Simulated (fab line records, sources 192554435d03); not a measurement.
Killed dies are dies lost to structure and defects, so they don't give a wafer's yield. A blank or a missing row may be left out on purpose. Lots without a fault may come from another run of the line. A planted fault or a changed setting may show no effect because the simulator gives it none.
fab line records | flow n5_finfet | part 2 of 2: steps 5 to 6 of 6
record lots=22 wafers=66 last_day=17
route steps=1938 shown BEOL_M0@722 BEOL_M1@765
lots that met no fault: from a run of the same line without faults
start_h: hours from the record's first day to the start of the lot's first wafer shown | wait_h: hours since the lot's step before | " the same as in the row above | L1.1+2: a row that stands for several wafers | - no value, or no start given | * or withheld: withheld | < > ~ a bound
route shown NAME@n: a module of which the file shows steps, and the number in the route of the first | usual: mean/standard deviation of fault-free wafers | same: alike in all rows | chamber/n: place in a boat | sites: the reading at each site | _std_site: their standard deviation | _edge_site: outer sites' mean less inner sites' | radius_mm: how far each site lies from the wafer's centre | mask NAME#n: copy n | behind: the tool/chamber that last shaped the wafer | hold: why the lot was held/for how many hours/how that ended | device: the transistor (n, p or np) that didn't switch | end of line: the same wafers' tests at the end of the route | a step without rows: its recipe alone | killed: dies lost to structure and defects at the first sort, not the wafer's yield | map: a wafer's dies, x killed, . not, _ none there
set.NAME: the setting as run; set.NAME@STEP: as run at that earlier step | model.NAME: the simulator's own value behind a step, which no gauge read
steps of the route over a sample of lots; a table a step, a row a wafer
services: from which hour (start_h, from the record's first day; less than 0 if before it) a tool's chamber was out of use, for how many hours, and why
## steps
# step N5_BEOL_M1_DESCUM_16
# recipe chemistry=O2 time_s=7 source_power_w=50 bias_power_w=20 pressure_mtorr=20 rf_frequency_hz=2.712e+07 temp_c=40 resist=CAR-EUV o2_flow_sccm=225
# usual drypump_motor_current_A=5.7/0.49 oes_product_au=0.75/0.059 rf_vpp_V=243.0/1.4 showerhead_plenum_p_Torr=2.08/0.064 throttle_valve_pct=20.48/0.19
# columns lot.wafer tool chamber start_h wait_h drypump_motor_current_A oes_product_au rf_hours_counter_h rf_vpp_V showerhead_plenum_p_Torr throttle_valve_pct
L074.2 rie_diel-05 1 119.76 0.1 5.7 0.74 157 240.7 2.01 20.85
L074.3 " 3 " " 5.6 0.72 199 245.2 2.17 20.53
L074.4 " 2 " " 5.6 0.73 194 244.6 2.16 20.32
L075.1 rie_diel-02 3 127.33 0.1 5.9 0.71 183 241.3 2.00 20.50
L075.3 " 2 " " 4.9 0.75 172 241.9 2.07 20.21
L075.5 " 2 " " 4.9 0.75 - 242.9 2.07 20.19
L077.1 rie_diel-05 0 140.97 0.0 5.8 0.86 61 245.4 2.20 20.39
L077.2 " 2 " " 5.6 0.72 200 245.3 2.15 20.34
L077.3 " 1 " " 5.7 0.73 162 241.7 2.01 20.86
L078.3 rie_diel-02 0 148.48 0.0 5.8 0.75 152 243.0 2.09 20.30
L078.5 " 2 " " 5.0 0.74 - 242.8 2.07 20.22
L078.6 " 1 " " 6.2 0.72 - 244.0 2.17 20.45
L080.2 rie_diel-01 2 163.48 0.0 5.9 0.72 180 244.1 2.15 20.46
L080.4 " 3 " " 5.0 0.72 190 242.0 2.01 20.57
L080.5 " 3 " " 5.0 0.72 - 241.7 2.01 20.59
L079.1 rie_diel-02 3 163.68 0.1 5.9 0.70 194 241.9 2.00 20.52
L079.4 " 0 " " 5.7 0.75 - 243.5 2.09 20.30
L079.6 " 3 " " 5.9 0.71 - 242.5 2.00 20.53
L081.1 rie_diel-02 0 168.87 0.0 5.7 0.74 160 244.0 2.09 20.30
L081.2 " 2 " " 4.9 0.73 184 243.6 2.07 20.22
L081.3 " 3 " " 5.9 0.70 196 242.1 2.00 20.52
L083.2 rie_diel-05 2 175.26 0.0 5.6 0.73 211 244.5 2.15 20.36
L083.5 " 2 " " 5.6 0.73 - 244.6 2.15 20.34
L083.6 " 3 " " 5.6 0.71 - 244.9 2.17 20.56
L082.1 rie_diel-01 3 175.50 0.0 5.0 0.72 194 241.7 2.01 20.59
L082.3 " 2 " " 6.0 0.72 184 245.1 2.15 20.47
L082.6 " 3 " " 5.0 0.72 - 240.3 2.01 20.59
L084.3 rie_diel-01 1 186.77 0.0 6.5 0.90 43 244.8 2.13 20.28
L084.5 " 0 " " 6.1 0.78 - 241.1 2.03 20.78
L084.6 " 1 " " 6.5 0.90 - 243.4 2.13 20.28
L085.1 rie_diel-02 2 191.01 0.1 4.9 0.74 190 243.6 2.06 20.22
L085.2 " 0 " " 5.7 0.74 167 243.5 2.09 20.30
L085.5 " 1 " " 6.1 0.72 - 243.9 2.17 20.46
L086.1 rie_diel-02 1 196.52 0.2 6.2 0.71 195 243.6 2.17 20.47
L086.3 " 2 " " 4.9 0.73 191 242.5 2.06 20.24
L086.4 " 0 " " 5.7 0.73 169 242.7 2.09 20.29
L087.2 rie_diel-01 3 200.67 0.0 5.0 0.71 201 242.5 2.01 20.59
L087.3 " 0 " " 6.0 0.77 155 242.6 2.03 20.78
L087.4 " 2 " " 5.9 0.71 191 244.9 2.14 20.44
L088.2 rie_diel-01 2 206.97 0.1 6.0 0.71 193 245.7 2.14 20.46
L088.5 " 2 " " 6.0 0.72 - 244.1 2.14 20.46
L088.6 " 1 " " 6.5 0.90 - 243.0 2.13 20.26
L089.2 rie_diel-01 2 212.04 0.0 5.9 0.70 196 244.7 2.14 20.47
L089.3 " 1 " " 6.5 0.88 51 244.1 2.12 20.26
L089.6 " 3 " " 5.0 0.70 - 240.8 2.01 20.61
L090.1 rie_diel-01 2 218.26 0.0 6.0 0.71 197 243.6 2.14 20.47
L090.2 " 3 " " 5.0 0.71 207 240.1 2.01 20.60
L090.3 " 0 " " 6.0 0.77 161 241.6 2.03 20.81
L091.2 rie_diel-01 1 225.37 0.0 6.5 0.88 56 243.0 2.12 20.28
L091.4 " 0 " " 6.0 0.77 163 242.0 2.02 20.81
L091.5 " 0 " " 6.0 0.76 - 241.5 2.03 20.80
L092.1 rie_diel-01 2 236.54 0.0 5.9 0.70 203 245.0 2.14 20.49
L092.4 " 1 " " 6.5 0.87 59 244.8 2.12 20.28
L092.6 " 0 " " 6.0 0.76 - 241.3 2.02 20.83
L093.1 rie_diel-01 3 251.75 0.1 5.0 0.70 216 240.9 2.00 20.61
L093.3 " 2 " " 5.9 0.70 206 244.2 2.14 20.48
L093.5 " 0 " " 6.0 0.76 - 242.8 2.02 20.82
L094.1 rie_diel-01 2 252.19 0.0 5.9 0.70 206 244.7 2.14 20.50
L094.2 " 3 " " 5.0 0.70 216 241.9 2.00 20.61
L094.5 " 1 " " 6.5 0.88 - 242.5 2.12 20.29
L095.2 rie_diel-05 3 252.35 0.0 5.6 0.70 239 244.6 2.16 20.60
L095.3 " 1 " " 5.7 0.71 195 241.4 2.00 20.91
L095.5 " 0 " " 5.9 0.81 - 243.3 2.19 20.43
L097.2 rie_diel-01 0 264.40 0.0 6.0 0.75 173 242.0 2.02 20.81
L097.3 " 1 " " 6.5 0.87 66 243.0 2.12 20.29
L097.6 " 3 " " 5.0 0.70 - 243.3 2.00 20.61
# step N5_BEOL_M1_ETCH_74
# recipe chemistry=N2/H2 target=underlayer target_depth_a=65 mask_material=CAR-EUV time_s=5.2 ion_energy_ev=200 pressure_mtorr=30 source_w=840 bias_w=150 n2_flow_sccm=200 h2_flow_sccm=200 ends=cleared
# usual drypump_motor_current_A=5.8/0.5 etch_rf_on_time_s=5.24/0.11 oes_product_au=0.64/0.045 rf_vpp_V=523.6/2.8 showerhead_plenum_p_Torr=2.53/0.087 throttle_valve_pct=17.91/0.14
# columns lot.wafer tool chamber start_h wait_h drypump_motor_current_A etch_rf_on_time_s oes_product_au rf_hours_counter_h rf_vpp_V showerhead_plenum_p_Torr throttle_valve_pct
L074.2 rie_diel-05 1 119.79 0.0 5.7 5.36 0.63 157 521.4 2.43 18.30
L074.3 " 3 " " 5.6 5.18 0.61 199 527.2 2.64 17.96
L074.4 " 2 " " 5.6 5.39 0.62 194 524.7 2.63 17.80
L075.1 rie_diel-02 3 127.37 0.0 5.9 5.42 0.60 183 520.1 2.44 18.00
L075.3 " 2 " " 5.0 5.13 0.64 172 523.5 2.53 17.76
L075.5 " 2 " " 5.0 5.11 0.64 - 522.5 2.53 17.74
L077.1 rie_diel-05 0 141.01 0.0 5.9 5.15 0.74 61 527.7 2.68 17.71
L077.2 " 2 " " 5.6 5.37 0.62 200 526.6 2.63 17.81
L077.3 " 1 " " 5.7 5.33 0.62 162 519.2 2.42 18.30
L078.3 rie_diel-02 0 148.51 0.0 5.8 5.05 0.65 152 523.0 2.53 17.74
L078.5 " 2 " " 4.9 5.23 0.63 - 523.9 2.53 17.75
L078.6 " 1 " " 6.2 5.10 0.63 - 526.2 2.61 17.64
L080.2 rie_diel-01 2 163.51 0.0 6.0 5.29 0.63 180 526.5 2.63 17.94
L080.4 " 3 " " 5.0 5.14 0.62 190 520.9 2.43 18.01
L080.5 " 3 " " 5.0 5.13 0.61 - 518.6 2.43 18.03
L079.1 rie_diel-02 3 163.72 0.0 5.9 5.38 0.59 194 521.1 2.43 18.03
L079.4 " 0 " " 5.7 5.04 0.64 - 523.2 2.53 17.72
L079.6 " 3 " " 5.9 5.38 0.59 - 521.1 2.44 18.04
L081.1 rie_diel-02 0 168.90 0.0 5.8 5.07 0.63 160 524.6 2.53 17.73
L081.2 " 2 " " 5.0 5.19 0.62 184 523.2 2.52 17.77
L081.3 " 3 " " 5.9 5.36 0.59 196 520.6 2.43 18.06
L083.2 rie_diel-05 2 175.30 0.0 5.6 5.43 0.61 211 526.8 2.62 17.82
L083.5 " 2 " " 5.6 5.38 0.61 - 527.1 2.62 17.84
L083.6 " 3 " " 5.6 5.18 0.61 - 525.8 2.63 18.00
L082.1 rie_diel-01 3 175.54 0.0 5.0 5.11 0.62 194 521.4 2.43 18.03
L082.3 " 2 " " 6.0 5.29 0.62 184 524.8 2.63 17.97
L082.6 " 3 " " 5.0 5.19 0.61 - 519.6 2.43 18.02
L084.3 rie_diel-01 1 186.81 0.0 6.5 5.39 0.73 43 526.7 2.60 17.83
L084.5 " 0 " " 6.0 5.19 0.67 - 521.8 2.43 17.96
L084.6 " 1 " " 6.5 5.39 0.75 - 525.7 2.60 17.83
L085.1 rie_diel-02 2 191.05 0.0 5.0 5.14 0.62 190 524.2 2.52 17.79
L085.2 " 0 " " 5.8 5.06 0.63 167 525.1 2.53 17.70
L085.5 " 1 " " 6.2 5.18 0.62 - 526.2 2.60 17.66
L086.1 rie_diel-02 1 196.55 0.0 6.1 5.21 0.62 195 525.7 2.60 17.67
L086.3 " 2 " " 4.9 5.22 0.62 191 524.0 2.52 17.79
L086.4 " 0 " " 5.7 5.04 0.63 169 526.2 2.53 17.75
L087.2 rie_diel-01 3 200.71 0.0 5.0 5.14 0.61 201 521.4 2.43 18.02
L087.3 " 0 " " 6.1 5.21 0.65 155 520.2 2.43 17.98
L087.4 " 2 " " 5.9 5.31 0.61 191 528.1 2.63 17.99
L088.2 rie_diel-01 2 207.00 0.0 5.9 5.28 0.61 193 525.9 2.62 17.96
L088.5 " 2 " " 6.0 5.31 0.61 - 528.4 2.62 17.98
L088.6 " 1 " " 6.5 5.37 0.73 - 525.7 2.59 17.86
L089.2 rie_diel-01 2 212.08 0.0 6.0 5.33 0.62 196 527.9 2.62 17.94
L089.3 " 1 " " 6.5 5.28 0.74 51 523.8 2.59 17.85
L089.6 " 3 " " 5.0 5.15 0.61 - 520.9 2.42 18.05
L090.1 rie_diel-01 2 218.30 0.0 6.0 5.34 0.60 197 525.8 2.62 17.96
L090.2 " 3 " " 5.0 5.16 0.59 207 520.7 2.42 18.05
L090.3 " 0 " " 6.0 5.23 0.65 161 521.9 2.43 18.00
L091.2 rie_diel-01 1 225.41 0.0 6.5 5.30 0.73 56 525.3 2.59 17.86
L091.4 " 0 " " 6.1 5.20 0.66 163 520.8 2.43 17.95
L091.5 " 0 " " 6.0 5.17 0.66 - 519.8 2.43 17.99
L092.1 rie_diel-01 2 236.57 0.0 6.0 5.40 0.60 203 523.5 2.62 18.00
L092.4 " 1 " " 6.5 5.34 0.73 59 524.7 2.59 17.85
L092.6 " 0 " " 6.0 5.19 0.65 - 520.9 2.43 18.01
L093.1 rie_diel-01 3 251.79 0.0 5.0 5.19 0.60 216 522.0 2.42 18.07
L093.3 " 2 " " 6.0 5.43 0.60 206 524.2 2.62 17.98
L093.5 " 0 " " 6.0 5.25 0.64 - 521.9 2.43 17.98
L094.1 rie_diel-01 2 252.22 0.0 6.0 5.44 0.61 206 527.7 2.62 17.95
L094.2 " 3 " " 5.0 5.21 0.59 216 517.7 2.42 18.05
L094.5 " 1 " " 6.5 5.42 0.72 - 524.7 2.59 17.86
L095.2 rie_diel-05 3 252.39 0.0 5.6 5.13 0.60 239 525.3 2.62 18.01
L095.3 " 1 " " 5.7 5.27 0.61 195 519.9 2.41 18.36
L095.5 " 0 " " 5.9 5.03 0.71 - 529.5 2.66 17.81
L097.2 rie_diel-01 0 264.43 0.0 6.0 5.35 0.63 173 520.9 2.42 17.98
L097.3 " 1 " " 6.5 5.39 0.71 66 525.6 2.59 17.88
L097.6 " 3 " " 5.0 5.22 0.60 - 519.6 2.42 18.08
## services
# columns tool chamber start_h hours kind
rie_diel-05 1 91.99 2.6 repair
rie_diel-02 1 92.88 3.0 repair
rie_diel-03 - 97.60 2.8 pm
cmp-02 - 102.12 2.7 repair
rie_diel-02 1 113.71 14.4 repair
cmp-02 - 119.96 2.1 repair
rie_diel-04 1 120.81 9.9 repair
ald_metal-02 3 120.85 3.3 repair
cmp-02 - 135.25 4.0 pm
rie_diel-04 0 148.13 8.1 repair
cmp-04 - 159.73 1.9 repair
ald_metal-02 - 160.91 2.8 pm
rie_diel-02 1 163.00 10.2 repair
ald_metal-01 1 166.47 37.5 repair
rie_diel-05 1 177.64 1.4 repair
rie_diel-01 0 181.02 4.1 repair
cmp-02 - 199.17 2.7 repair
ald_metal-02 0 232.68 5.0 repair
cmp-04 - 233.51 0.4 repair
cmp-04 - 239.57 4.0 pm
rie_diel-06 2 243.08 8.3 repair
cmp-02 - 243.57 6.4 pm
ald_metal-02 3 253.00 4.2 repair
ald_metal-02 - 262.73 0.6 repair
